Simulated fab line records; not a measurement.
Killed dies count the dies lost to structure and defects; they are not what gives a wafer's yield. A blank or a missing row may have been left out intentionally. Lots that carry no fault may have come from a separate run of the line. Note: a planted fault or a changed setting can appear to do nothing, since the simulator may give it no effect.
A struck lot beside a sound one	flow nandHarc	14 steps out of a route of 1302
Sound: the wafers L656.1, L656.4, L656.5. Wafers struck: L660.3, L660.5, L660.6. The cause is given at the end.
Each step with rows lists, per side, the tool, then ch with its chambers, then its first start. Under that, the readings that differ: sound wafers	struck wafers	difference of the means	sigmas: that difference in standard deviations of wafers without a fault.
alike: a reading whose means differ by less than 2 such deviations, as well as words and numbers matching on both sides. not compared: withheld readings; readings where some wafer has no value; bounds like >300 that might hide an equal value; numbers whose values overlap and for which the record gives no deviation.
Wherever a step has rows on one side only, a row that says differs or no value, or a row with sigmas, the two part there. When numbers do not overlap yet have no deviation, they are printed without sigmas and do not part them. Lack of a reading on every wafer of one side parts them only where that side has two or more wafers.

first, 9 steps without rows for these wafers: NHARC_THIN_TSV_PVD_24 (deposits Al, target thk 800 nm); NHARC_THIN_TSV_DEHYDRATE_25 (time 120 s); NHARC_THIN_TSV_HMDS_26 (time 30 s); NHARC_THIN_TSV_COAT_27; NHARC_THIN_TSV_SOFTBAKE_28 (time 95 s); NHARC_THIN_TSV_EBR_29; NHARC_THIN_TSV_EXPOSE_30 (exposes mask PAD); NHARC_THIN_TSV_PEB_31 (peb time 85 s); NHARC_THIN_TSV_DEVELOP_32 (time 70 s).
NHARC_THIN_TSV_CD_MEAS_33 targets a cd of 5000 nm.
  sound on cdSem-03 ch 0, day 24 06:19; struck on cdSem-02 ch 0, day 25 20:57
  alike: cdNm
then, 1 step without rows for these wafers: NHARC_THIN_TSV_HARDBAKE_34 (time 80 s).
NHARC_THIN_TSV_DESCUM_35: chemistry O2, time 3 s.
  sound on rieDiel-08 ch 0,1,3, day 24 06:29; struck on rieDiel-03 ch 1,2,3, day 25 21:08
  alike: drypumpMotorCurrentA, o2FlowSccm, oesProductAu, rfVppV, showerheadPlenumPTorr, throttleValvePct
  not compared: rfHoursCounterH
NHARC_THIN_TSV_ETCH_59: etches the open film in Cl2/BCl3, target depth 880 nm, time 138.1 s.
  sound on rieMetal-03 ch 0,1, day 24 06:38; struck on rieMetal-02 ch 0,1, day 25 21:18
  no value came back on the struck wafers for any of 5 readings (bcl3FlowSccm (sccm), biasW (W) and others); on the sound wafers bcl3FlowSccm (sccm) reads 29.97 30.04 30.05
  not compared: rfHoursCounterH
NHARC_THIN_TSV_ETCH_36: etches the open film in Cl2/BCl3, target depth 65 nm, time 18.571 s.
  sound on rieMetal-03 ch 0,1, day 24 06:52; struck on rieMetal-02 ch 0,1, day 25 21:31
  alike: chamberPressureMTorr, drypumpMotorCurrentA, oesProductAu
  not compared: rfHoursCounterH

WHERE THEY PART
Only at NHARC_THIN_TSV_ETCH_59, within this record. Later steps at which nothing parts them and some readings are alike: NHARC_THIN_TSV_ETCH_36.

WHY: what the simulator had put in
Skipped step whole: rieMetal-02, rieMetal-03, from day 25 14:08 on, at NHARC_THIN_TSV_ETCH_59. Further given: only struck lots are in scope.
